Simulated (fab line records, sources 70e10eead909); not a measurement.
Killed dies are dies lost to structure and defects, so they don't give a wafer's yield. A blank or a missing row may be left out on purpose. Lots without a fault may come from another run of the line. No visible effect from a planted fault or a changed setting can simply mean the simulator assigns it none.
fab line records    flow nand_harc
record: lots: 7  wafers: 21  last_day: 32
route steps=1302 shown A_CHANNEL_FILL_D2@621 END@1302
lots untouched by any fault: they come from a run of this same line in which no faults occurred
start_h: hours from the record's opening day to when the first of the lot's shown wafers began    wait_h: time in hours since the lot's previous step    " unchanged from the row above    L1.1+2: several wafers, shown together as one row    - either no value or no given start    * or withheld: withheld    < > ~ a bound
route shown NAME@n: names a module that has steps shown in the file, with the first one's number in the route    usual: average and standard deviation across the fault-free wafers    same: alike in all rows    chamber/n: place in a boat    sites: each site's reading    _std_site: standard deviation of those values    _edge_site: outer sites' mean less inner sites'    radius_mm: for every site, how far away it sits from the centre of the wafer    mask NAME#n: copy n    behind: the most recent tool/chamber to have shaped the wafer    hold: reason for holding the lot/hours on hold/outcome of the hold    device: whichever transistor did not switch (one of n, p or np)    end of line: the route-end tests of the same wafers    where a step has no rows: the recipe by itself    killed: count of dies lost to structure and defects at first sort (not the wafer's yield)    map: dies across one wafer; x = killed, . = not, _ = none there
set.NAME: the run value of the setting; set.NAME@STEP: its run value at that earlier step    model.NAME: the simulator's own value behind a step, which no gauge read
lots seen at some steps along the route; tables by step, rows by wafer
services: when a tool's chamber went out of use (start_h, in hours from the record's first day, below 0 if earlier), for how many hours, and the reason
== steps ==
step: NHARC_A_CHANNEL_FILL_D2_STRIP_28
recipe: time_s: 20  o2_flow_sccm: 500  ar_flow_sccm: 0  bias_w: 0  chemistry: O2
usual: drypump_motor_current_A: 5.8/0.49  oes_product_au: 1.001/0.013  rf_vpp_V: 57.9/0.89  showerhead_plenum_p_Torr: 3.53/0.13  throttle_valve_pct: 17.036/0.0092
lot.wafer  tool         chamber  start_h  wait_h  drypump_motor_current_A  oes_product_au  rf_hours_counter_h  rf_vpp_V  showerhead_plenum_p_Torr  throttle_valve_pct
L549.4     rie_diel-05  3        317.09   0.1     5.7                      0.997           2                   58.9      3.65                      17.044
L549.3     "            0        "        "       5.0                      1.011           2                   58.0      3.73                      17.040
L549.6     "            0        "        "       5.0                      1.009           -                   59.6      3.72                      17.049
L551.4     rie_diel-05  3        339.38   0.1     5.7                      0.999           2                   59.3      3.65                      17.044
L551.2     "            0        "        "       5.0                      1.010           2                   59.5      3.72                      17.039
L551.5     "            0        "        "       5.0                      1.013           -                   58.6      3.72                      17.017
L558.1     rie_diel-02  3        426.63   0.1     5.7                      1.005           1                   58.0      3.60                      17.029
L558.4     "            2        "        "       6.4                      1.004           1                   56.5      3.35                      17.040
L558.6     "            3        "        "       5.7                      1.010           -                   58.2      3.60                      17.039
L560.2     rie_diel-05  0        426.65   0.1     5.0                      1.018           0                   58.0      3.72                      17.034
L560.4     "            3        "        "       5.7                      1.010           -                   56.2      3.65                      17.021
L560.5     "            1        "        "       6.6                      1.009           -                   56.1      3.46                      17.048
L559.4     rie_diel-06  1        426.65   0.1     6.3                      0.997           18                  59.3      3.70                      17.046
L559.6     "            0        "        "       5.0                      0.999           -                   58.0      3.51                      17.046
L559.5     "            1        "        "       6.3                      1.000           -                   58.9      3.70                      17.022
L562.4     rie_diel-02  2        453.93   0.1     6.4                      1.009           1                   57.4      3.35                      17.039
L562.3     "            0        "        "       6.0                      0.983           2                   57.8      3.48                      17.032
L562.5     "            2        "        "       6.4                      1.004           -                   58.2      3.35                      17.037
L569.3     rie_diel-05  0        530.36   0.1     5.0                      1.004           4                   58.2      3.72                      17.032
L569.2     "            1        "        "       6.6                      1.009           4                   57.1      3.45                      17.033
L569.6     "            0        "        "       5.0                      1.011           -                   58.2      3.72                      17.042
step: NHARC_A_CHANNEL_FILL_D2_PRECLEAN_21
recipe: time_s: 30  chemistry: dHF
step: NHARC_A_CHANNEL_FILL_D2_SRD_23
step: NHARC_A_CHANNEL_FILL_D2_CVD_05
recipe: target_thk_a: 50  temp_c: 550  material: poly-Si
step: NHARC_A_CHANNEL_FILL_D2_ANNEAL_22
recipe: temp_c: 620  time_s: 7200
step: NHARC_A_CHANNEL_FILL_D2_THK_MEAS_06
recipe: thk_meas_gauge: ellipsometry
usual: thk_nm: 5.1/1
lot.wafer  tool           chamber  start_h  wait_h  thk_nm
L549.3     film_metro-02  -        328.97   0.4     5.1
L549.4     "              -        "        "       4.3
L549.6     "              -        "        "       5.3
L551.2     film_metro-01  -        348.04   0.4     6.0
L551.4     "              -        "        "       4.3
L551.5     "              -        "        "       4.1
L558.1     film_metro-01  -        438.08   0.4     4.3
L558.4     "              -        "        "       3.2
L558.6     "              -        "        "       5.2
L559.4     film_metro-02  -        438.08   0.4     5.6
L559.5     "              -        "        "       2.5
L559.6     "              -        "        "       6.7
L560.2     film_metro-01  -        438.08   0.4     5.1
L560.4     "              -        "        "       6.1
L560.5     "              -        "        "       4.2
L562.3     film_metro-02  -        465.27   0.4     4.0
L562.4     "              -        "        "       4.3
L562.5     "              -        "        "       4.8
L569.2     film_metro-01  -        543.45   0.4     6.5
L569.3     "              -        "        "       5.9
L569.6     "              -        "        "       5.8
step: NHARC_A_CHANNEL_FILL_D2_ALD_25
recipe: target_thk_a: 600  pulse_time_s: 10  ald_cycles: 600  temp_c: 300  material: SiOx
usual: heater_power_w: 473/55  precursor_pulse_height_rel: 0.999/0.019
same: pulse_time_s: 10
lot.wafer  tool       chamber  start_h  wait_h  heater_power_w  precursor_pulse_height_rel
L549.4     ald_hk-02  0        329.03   0.0     520             1.000
L549.3     "          1        "        "       433             0.981
L549.6     "          1        332.08   3.1     420             0.998
L551.2     ald_hk-03  1        348.71   0.7     516             1.036
L551.4     "          2        "        "       376             0.990
L551.5     "          1        351.18   3.1     510             1.029
L558.4     ald_hk-02  3        438.13   0.0     498             1.000
L558.1     "          0        "        "       529             1.006
L558.6     "          3        440.53   2.4     511             1.028
L559.4     ald_hk-03  0        439.36   1.3     507             1.014
L559.6     "          2        440.58   2.5     366             1.022
L559.5     "          3        "        "       465             0.993
L560.2     ald_hk-02  3        442.95   4.9     496             1.001
L560.4     "          0        "        "       538             0.973
L560.5     "          1        "        "       454             1.005
L562.4     ald_hk-02  2        465.93   0.7     497             0.991
L562.3     "          0        467.16   1.9     563             1.018
L562.5     "          1        "        "       455             1.029
L569.3     ald_hk-03  0        544.12   0.7     522             1.021
L569.2     "          1        "        "       516             1.006
L569.6     "          3        545.98   2.5     467             0.985
step: NHARC_A_CHANNEL_FILL_D2_ETCHBACK_08
recipe: target_depth_a: 2200  time_s: 110  c4f8_flow_sccm: 20  ar_flow_sccm: withheld  rf_w: 600  bias_w: 300  chemistry: C4F8
usual: oes_product_au: 0.96/0.037  rf_vpp_V: 440.8/2.5
lot.wafer  tool         chamber  start_h  wait_h  oes_product_au  rf_hours_counter_h  rf_vpp_V
L549.4     rie_diel-05  2        -        -       0.92            2                   438.4
L549.3     "            0        "        "       0.92            2                   444.6
L549.6     "            1        "        "       0.94            -                   439.8
L551.2     rie_diel-05  2        -        -       0.91            3                   438.3
L551.4     "            3        "        "       0.93            3                   444.3
L551.5     "            2        "        "       0.92            -                   439.6
L558.4     rie_diel-05  0        -        -       0.92            1                   444.9
L558.1     "            1        "        "       0.93            1                   440.6
L558.6     "            3        "        "       0.93            -                   441.8
L559.4     rie_diel-06  2        -        -       0.91            21                  438.4
L559.6     "            3        "        "       0.94            -                   443.1
L559.5     "            0        "        "       0.93            -                   440.5
L560.2     rie_diel-02  1        -        -       0.97            1                   437.8
L560.4     "            2        "        "       1.01            1                   436.2
L560.5     "            1        "        "       0.97            -                   439.4
L562.3     rie_diel-05  1        -        -       0.98            2                   440.5
L562.4     "            3        "        "       1.01            2                   444.6
L562.5     "            2        "        "       0.99            -                   438.2
L569.3     rie_diel-05  2        -        -       0.92            4                   440.0
L569.2     "            3        "        "       0.92            6                   443.2
L569.6     "            1        "        "       0.93            -                   439.4
step: NHARC_A_CHANNEL_FILL_D2_STRIP_29
recipe: time_s: 20  o2_flow_sccm: 500  ar_flow_sccm: 0  bias_w: 0  chemistry: O2
usual: drypump_motor_current_A: 5.8/0.49  oes_product_au: 0.999/0.012  rf_vpp_V: 57.8/0.84  showerhead_plenum_p_Torr: 3.51/0.13  throttle_valve_pct: 17.036/0.0089
lot.wafer  tool         chamber  start_h  wait_h  drypump_motor_current_A  oes_product_au  rf_hours_counter_h  rf_vpp_V  showerhead_plenum_p_Torr  throttle_valve_pct
L549.3     rie_diel-05  3        -        -       5.7                      1.002           2                   57.7      3.65                      17.031
L549.4     "            0        "        "       4.9                      1.014           2                   58.9      3.73                      17.025
L549.6     "            0        "        "       4.9                      1.020           -                   56.2      3.73                      17.025
L551.4     rie_diel-05  2        -        -       5.7                      0.972           3                   57.6      3.41                      17.022
L551.2     "            3        "        "       5.6                      0.996           3                   58.0      3.65                      17.042
L551.5     "            3        "        "       5.6                      0.993           -                   59.3      3.65                      17.036
L558.4     rie_diel-05  0        -        -       5.0                      1.013           1                   57.5      3.72                      17.034
L558.1     "            3        "        "       5.7                      1.006           1                   57.8      3.65                      17.042
L558.6     "            0        "        "       5.0                      1.012           -                   55.7      3.72                      17.040
L559.4     rie_diel-06  3        -        -       6.5                      1.014           17                  57.6      3.60                      17.031
L559.5     "            3        "        "       6.5                      1.011           -                   56.2      3.60                      17.044
L559.6     "            0        "        "       5.0                      0.990           -                   59.1      3.51                      17.038
L560.2     rie_diel-02  1        -        -       5.7                      0.988           1                   58.2      3.37                      17.043
L560.4     "            2        "        "       6.3                      1.009           1                   58.8      3.35                      17.023
L560.5     "            3        "        "       5.7                      0.998           -                   57.5      3.60                      17.039
L562.4     rie_diel-05  2        -        -       5.6                      0.990           1                   57.3      3.41                      17.031
L562.3     "            0        "        "       5.0                      0.990           2                   59.8      3.72                      17.027
L562.5     "            2        "        "       5.6                      0.995           -                   56.7      3.41                      17.039
L569.2     rie_diel-05  2        549.26   0.1     5.7                      0.993           4                   58.3      3.41                      17.029
L569.3     "            3        "        "       5.7                      1.012           6                   56.8      3.65                      17.029
L569.6     "            2        "        "       5.7                      0.991           -                   58.1      3.41                      17.025
step: NHARC_A_CHANNEL_FILL_D2_PRECLEAN_30
recipe: time_s: 30  chemistry: dHF
step: NHARC_A_CHANNEL_FILL_D2_SRD_31
step: NHARC_A_CHANNEL_FILL_D2_CVD_09
recipe: target_thk_a: 1500  temp_c: 620  pressure_mtorr: 200  time_s: 3000  material: poly-Si
step: NHARC_A_CHANNEL_FILL_D2_CMP_10
recipe: target_thk_nm: 150
usual: edge_zone_pressure_frac: 1.000/0.0053  motor_current_A: 11.7/1.1  time_to_endpoint_s: 14/3.7
lot.wafer  tool    chamber  start_h  wait_h  edge_zone_pressure_frac  motor_current_A  time_to_endpoint_s
L549.4     cmp-04  2        340.44   0.4     0.996                    11.3             18
L549.3     "       1        "        "       1.005                    10.5             10
L549.6     "       3        "        "       1.002                    11.3             14
L551.2     cmp-01  3        359.39   0.4     1.001                    11.3             10
L551.4     "       0        "        "       1.011                    13.6             14
L551.5     "       0        "        "       1.001                    13.5             11
L558.1     cmp-01  3        449.32   0.4     -                        -                -
L558.4     "       2        "        "       -                        -                -
L558.6     "       0        "        "       -                        -                -
L559.4     cmp-03  1        449.39   0.4     -                        -                -
L559.5     "       2        "        "       -                        -                -
L559.6     "       3        "        "       -                        -                -
L560.2     cmp-04  0        452.96   0.4     -                        -                -
L560.4     "       2        "        "       -                        -                -
L560.5     "       1        "        "       -                        -                -
L562.3     cmp-03  1        476.75   0.4     0.986                    12.4             17
L562.4     "       3        "        "       0.996                    10.9             17
L562.5     "       2        "        "       1.004                    14.3             17
L569.2     cmp-04  2        554.96   0.4     1.006                    11.2             10
L569.3     "       0        "        "       0.990                    11.8             15
L569.6     "       3        "        "       0.994                    11.9             11
step: NHARC_END_SORT_01
recipe: temp_c: 25
usual: killed_at_array: 55/17  killed_at_other: 0.9/1.2  killed_at_periphery: 3.7/2.5  killed_dies: 59/18  killed_open: 3.4/1.9  killed_short: 2.6/1.6
same: gross_dies: 677
lot.wafer  tool       chamber  start_h  wait_h  hold                    killed_at_array  killed_at_other  killed_at_periphery  killed_dies  killed_open  killed_short
L549.3     prober-01  0        563.85   3.1     -                       63               0                6                    69           2            6
L549.4     prober-01  0        564.64   3.4     -                       52               1                2                    55           3            3
L549.6     prober-01  0        566.21   3.9     -                       63               0                2                    65           0            2
L558.1     prober-01  0        665.48   2.5     await_dispo/4.8h/scrap  673              1                3                    677          2            3
L558.4     prober-01  0        667.84   3.4     await_dispo/4.8h/scrap  668              3                6                    677          3            6
L558.6     prober-01  0        669.41   3.9     await_dispo/4.8h/scrap  671              2                4                    677          1            1
L559.4     prober-02  0        667.90   3.4     await_dispo/6.6h/scrap  673              0                4                    677          6            2
L559.5     prober-02  0        668.71   3.7     await_dispo/6.6h/scrap  671              0                6                    677          5            3
L559.6     prober-02  0        669.51   4.0     await_dispo/6.6h/scrap  670              0                7                    677          3            3
L560.2     prober-01  0        674.01   2.8     await_dispo/2.6h/scrap  669              1                7                    677          6            3
L560.4     prober-01  0        675.61   3.4     await_dispo/2.6h/scrap  670              0                7                    677          4            4
L560.5     prober-01  0        676.41   3.7     await_dispo/2.6h/scrap  668              0                9                    677          5            0
L562.3     prober-01  0        692.13   3.1     -                       55               4                3                    62           4            2
L562.4     prober-01  0        692.93   3.4     -                       66               2                1                    69           2            4
L562.5     prober-01  0        693.74   3.7     -                       64               1                0                    65           1            5
killed by level:class
L549.3 A_CHANNEL_HOLE_D2:chamber_film_flake=39 A_CONTACT:chamber_film_flake=7 A_WL_FILL:chamber_film_flake=3 P_STI:chamber_film_flake=3 A_SLIT:chamber_film_flake=3 A_WL_FILL:geometric_particle:short=2 P_GATE:chamber_film_flake=2 A_CHANNEL_HOLE_D1:chamber_film_flake=2
L549.4 A_CHANNEL_HOLE_D2:chamber_film_flake=31 A_STAIRCASE:chamber_film_flake=5 A_CONTACT:chamber_film_flake=4 A_DECK1_JOINT:chamber_film_flake=2 A_WL_FILL:chamber_film_flake=2 P_M0:geometric_particle:short=1 A_ONON_D1:geometric_particle:short=1 A_CHANNEL_HOLE_D1:geometric_particle:short=1
L549.6 A_CHANNEL_HOLE_D2:chamber_film_flake=42 A_CONTACT:chamber_film_flake=7 A_STAIRCASE:chamber_film_flake=4 A_BLC:chamber_film_flake=4 P_GATE:chamber_film_flake=2 A_DECK1_JOINT:chamber_film_flake=2 A_DECK1_JOINT:geometric_particle:short=1 A_M0:geometric_particle:short=1
L558.1 A_CHANNEL_FILL_D2:area_cmp=605 A_SLIT:chamber_film_flake=36 A_CHANNEL_HOLE_D1:chamber_film_flake=24 A_ONON_D1:geometric_particle:short=2 P_ZERO_WELL:chamber_film_flake=2 A_DECK1_JOINT:geometric_particle:open=1 A_WL_FILL:geometric_particle:short=1 A_BLC:geometric_particle:open=1
L558.4 A_CHANNEL_FILL_D2:area_cmp=595 A_SLIT:chamber_film_flake=29 A_CHANNEL_HOLE_D1:chamber_film_flake=28 P_BONDPAD:chamber_film_flake=4 A_STAIRCASE:chamber_film_flake=4 A_SOURCE_PLATE:geometric_particle:open=2 A_ZERO_WELL:chamber_film_flake=2 A_CHANNEL_HOLE_D2:chamber_film_flake=2
L559.4 A_CHANNEL_FILL_D2:area_cmp=631 A_CHANNEL_HOLE_D2:chamber_film_flake=15 A_STAIRCASE:chamber_film_flake=7 A_CHANNEL_HOLE_D1:chamber_film_flake=5 P_M1:geometric_particle:open=2 A_ZERO_WELL:chamber_film_flake=2 A_CHANNEL_FILL_D1:chamber_film_flake=2 A_SLIT:chamber_film_flake=2
L559.5 A_CHANNEL_FILL_D2:area_cmp=637 A_CHANNEL_HOLE_D2:chamber_film_flake=13 A_CHANNEL_HOLE_D1:chamber_film_flake=9 P_CONTACT:geometric_particle:open=3 A_WL_FILL:chamber_film_flake=3 A_CHANNEL_FILL_D1:geometric_particle:open=2 A_ZERO_WELL:chamber_film_flake=2 P_GATE:geometric_particle:short=1
L558.6 A_CHANNEL_FILL_D2:area_cmp=611 A_CHANNEL_HOLE_D1:chamber_film_flake=28 A_SLIT:chamber_film_flake=23 P_BONDPAD:chamber_film_flake=2 A_CHANNEL_HOLE_D2:unspecified=2 A_CONTACT:chamber_film_flake=2 THIN_TSV:chamber_film_flake=2 A_DECK1_JOINT:geometric_particle:short=1
L559.6 A_CHANNEL_FILL_D2:area_cmp=644 A_CHANNEL_HOLE_D2:chamber_film_flake=12 A_ZERO_WELL:chamber_film_flake=5 P_ZERO_WELL:chamber_film_flake=3 A_CHANNEL_HOLE_D1:chamber_film_flake=3 A_STAIRCASE:chamber_film_flake=2 P_GATE:geometric_particle:short=1 P_M2:geometric_particle:open=1
L560.2 A_CHANNEL_FILL_D2:area_cmp=617 A_CHANNEL_HOLE_D1:chamber_film_flake=28 A_CONTACT:chamber_film_flake=5 P_STI:chamber_film_flake=3 A_STAIRCASE:chamber_film_flake=3 A_CHANNEL_FILL_D1:chamber_film_flake=3 P_ZERO_WELL:chamber_film_flake=2 A_CHANNEL_HOLE_D2:chamber_film_flake=2
L560.4 A_CHANNEL_FILL_D2:area_cmp=623 A_CHANNEL_HOLE_D1:chamber_film_flake=31 A_STAIRCASE:chamber_film_flake=4 P_STI:chamber_film_flake=3 P_CONTACT:geometric_particle:open=2 A_CHANNEL_FILL_D1:geometric_particle:short=2 A_CHANNEL_FILL_D1:chamber_film_flake=2 A_ONON_D1:geometric_particle:short=1
L560.5 A_CHANNEL_FILL_D2:area_cmp=616 A_CHANNEL_HOLE_D1:chamber_film_flake=35 P_STI:chamber_film_flake=6 A_STAIRCASE:chamber_film_flake=5 A_CONTACT:chamber_film_flake=5 P_GATE:geometric_particle:open=2 A_CHANNEL_FILL_D1:geometric_particle:open=1 A_WL_FILL:geometric_particle:open=1
L562.3 A_CHANNEL_HOLE_D1:chamber_film_flake=28 A_CHANNEL_HOLE_D2:chamber_film_flake=16 A_DECK1_JOINT:chamber_film_flake=3 A_ZERO_WELL:chamber_film_flake=2 THIN_TSV:chamber_film_flake=2 P_STI:geometric_particle:open=1 P_CONTACT:geometric_particle:short=1 P_CONTACT:geometric_particle:open=1
L562.4 A_CHANNEL_HOLE_D1:chamber_film_flake=32 A_CHANNEL_HOLE_D2:chamber_film_flake=21 A_WL_FILL:geometric_particle:short=3 A_BLC:chamber_film_flake=2 A_STAIRCASE:chamber_film_flake=2 THIN_TSV:chamber_film_flake=2 A_ONON_D1:geometric_particle:open=1 A_CHANNEL_FILL_D1:geometric_particle:open=1
L562.5 A_CHANNEL_HOLE_D1:chamber_film_flake=29 A_CHANNEL_HOLE_D2:chamber_film_flake=15 A_STAIRCASE:chamber_film_flake=5 A_ZERO_WELL:chamber_film_flake=4 A_ONON_D1:geometric_particle:short=2 A_CONTACT:chamber_film_flake=2 A_CHANNEL_HOLE_D1:geometric_particle:short=1 A_DECK1_JOINT:geometric_particle:open=1
map L558.1 (x killed, . not)
____________x____________
_________xxxxxxx_________
_______xxxxxxxxxxx_______
______xxxxxxxxxxxxx______
_____xxxxxxxxxxxxxxx_____
____xxxxxxxxxxxxxxxxx____
____xxxxxxxxxxxxxxxxx____
___xxxxxxxxxxxxxxxxxxx___
___xxxxxxxxxxxxxxxxxxx___
__xxxxxxxxxxxxxxxxxxxxx__
__xxxxxxxxxxxxxxxxxxxxx__
_xxxxxxxxxxxxxxxxxxxxxxx_
_xxxxxxxxxxxxxxxxxxxxxxx_
_xxxxxxxxxxxxxxxxxxxxxxx_
_xxxxxxxxxxxxxxxxxxxxxxx_
_xxxxxxxxxxxxxxxxxxxxxxx_
xxxxxxxxxxxxxxxxxxxxxxxxx
xxxxxxxxxxxxxxxxxxxxxxxxx
xxxxxxxxxxxxxxxxxxxxxxxxx
xxxxxxxxxxxxxxxxxxxxxxxxx
xxxxxxxxxxxxxxxxxxxxxxxxx
_xxxxxxxxxxxxxxxxxxxxxxx_
_xxxxxxxxxxxxxxxxxxxxxxx_
_xxxxxxxxxxxxxxxxxxxxxxx_
_xxxxxxxxxxxxxxxxxxxxxxx_
_xxxxxxxxxxxxxxxxxxxxxxx_
__xxxxxxxxxxxxxxxxxxxxx__
__xxxxxxxxxxxxxxxxxxxxx__
___xxxxxxxxxxxxxxxxxxx___
___xxxxxxxxxxxxxxxxxxx___
____xxxxxxxxxxxxxxxxx____
____xxxxxxxxxxxxxxxxx____
_____xxxxxxxxxxxxxxx_____
______xxxxxxxxxxxxx______
_______xxxxxxxxxxx_______
_________xxxxxxx_________
____________x____________
map L559.4 (x killed, . not)
____________x____________
_________xxxxxxx_________
_______xxxxxxxxxxx_______
______xxxxxxxxxxxxx______
_____xxxxxxxxxxxxxxx_____
____xxxxxxxxxxxxxxxxx____
____xxxxxxxxxxxxxxxxx____
___xxxxxxxxxxxxxxxxxxx___
___xxxxxxxxxxxxxxxxxxx___
__xxxxxxxxxxxxxxxxxxxxx__
__xxxxxxxxxxxxxxxxxxxxx__
_xxxxxxxxxxxxxxxxxxxxxxx_
_xxxxxxxxxxxxxxxxxxxxxxx_
_xxxxxxxxxxxxxxxxxxxxxxx_
_xxxxxxxxxxxxxxxxxxxxxxx_
_xxxxxxxxxxxxxxxxxxxxxxx_
xxxxxxxxxxxxxxxxxxxxxxxxx
xxxxxxxxxxxxxxxxxxxxxxxxx
xxxxxxxxxxxxxxxxxxxxxxxxx
xxxxxxxxxxxxxxxxxxxxxxxxx
xxxxxxxxxxxxxxxxxxxxxxxxx
_xxxxxxxxxxxxxxxxxxxxxxx_
_xxxxxxxxxxxxxxxxxxxxxxx_
_xxxxxxxxxxxxxxxxxxxxxxx_
_xxxxxxxxxxxxxxxxxxxxxxx_
_xxxxxxxxxxxxxxxxxxxxxxx_
__xxxxxxxxxxxxxxxxxxxxx__
__xxxxxxxxxxxxxxxxxxxxx__
___xxxxxxxxxxxxxxxxxxx___
___xxxxxxxxxxxxxxxxxxx___
____xxxxxxxxxxxxxxxxx____
____xxxxxxxxxxxxxxxxx____
_____xxxxxxxxxxxxxxx_____
______xxxxxxxxxxxxx______
_______xxxxxxxxxxx_______
_________xxxxxxx_________
____________x____________
== services ==
tool         chamber  start_h  hours  kind
cmp-04       -        307.08   4.0    pm
rie_diel-06  -        307.24   9.0    pm
cmp-03       -        358.37   4.0    pm
cmp-01       -        363.60   1.0    repair
cmp-03       -        365.79   1.7    repair
rie_diel-06  -        368.92   0.7    repair
rie_diel-02  3        378.12   4.8    repair
cmp-03       -        379.69   4.3    repair
rie_diel-06  3        391.65   13.0   repair
rie_diel-02  -        393.70   9.0    pm
rie_diel-06  1        395.50   2.8    repair
cmp-04       -        405.08   4.0    pm
rie_diel-05  -        406.60   9.0    pm
cmp-04       -        424.42   1.1    repair
rie_diel-05  2        426.30   6.9    repair
rie_diel-02  -        437.11   0.4    repair
ald_hk-02    -        460.82   0.8    repair
rie_diel-06  -        484.24   9.0    pm
rie_diel-05  1        497.95   4.8    repair
cmp-04       -        503.08   4.0    pm
ald_hk-03    -        523.91   1.2    repair
ald_hk-02    -        544.75   0.5    repair
rie_diel-05  0        548.11   2.9    repair
rie_diel-02  1        550.49   4.0    repair
== key ==
first_sign: step: NHARC_A_CHANNEL_FILL_D2_CMP_10  reading: tool_record  direction: missing
effect: step: NHARC_END_SORT_01  reading: killed_at_array  direction: up  sigmas: 36  usual: 55  struck: 670
more_kills_born_at: NHARC_A_CHANNEL_FILL_D2_CMP_10@cmp-03: 1912  NHARC_A_CHANNEL_FILL_D2_CMP_10@cmp-04: 1856  NHARC_A_CHANNEL_FILL_D2_CMP_10@cmp-01: 1811
met_at NHARC_A_CHANNEL_FILL_D2_CMP_10
struck_wafers L558.1,L558.4,L558.6,L559.4,L559.5,L559.6,L560.2,L560.4,L560.5
later_rows_left_out L558.1,L558.4,L558.6,L559.4,L559.5,L559.6,L560.2,L560.4,L560.5
tester_left_out L558,L559,L560
onset_between 359.39 449.32
fault: kind: skipped_step_whole  tool: cmp-01,cmp-03,cmp-04  chamber: -  onset_h: 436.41  steps: NHARC_A_CHANNEL_FILL_D2_CMP_10  scope: struck_lots_only
tester_left_out: of these lots the tester's yield and bins aren't shown, on N5 and GAA mostly nor the transistor test; their killed dies are dies lost to structure and defects alone, not to doping, threshold or leakage, so they don't give the yield
later_rows_left_out: the simulator's readings of these wafers behind a module that went badly wrong aren't trusted and aren't shown, but for the sort
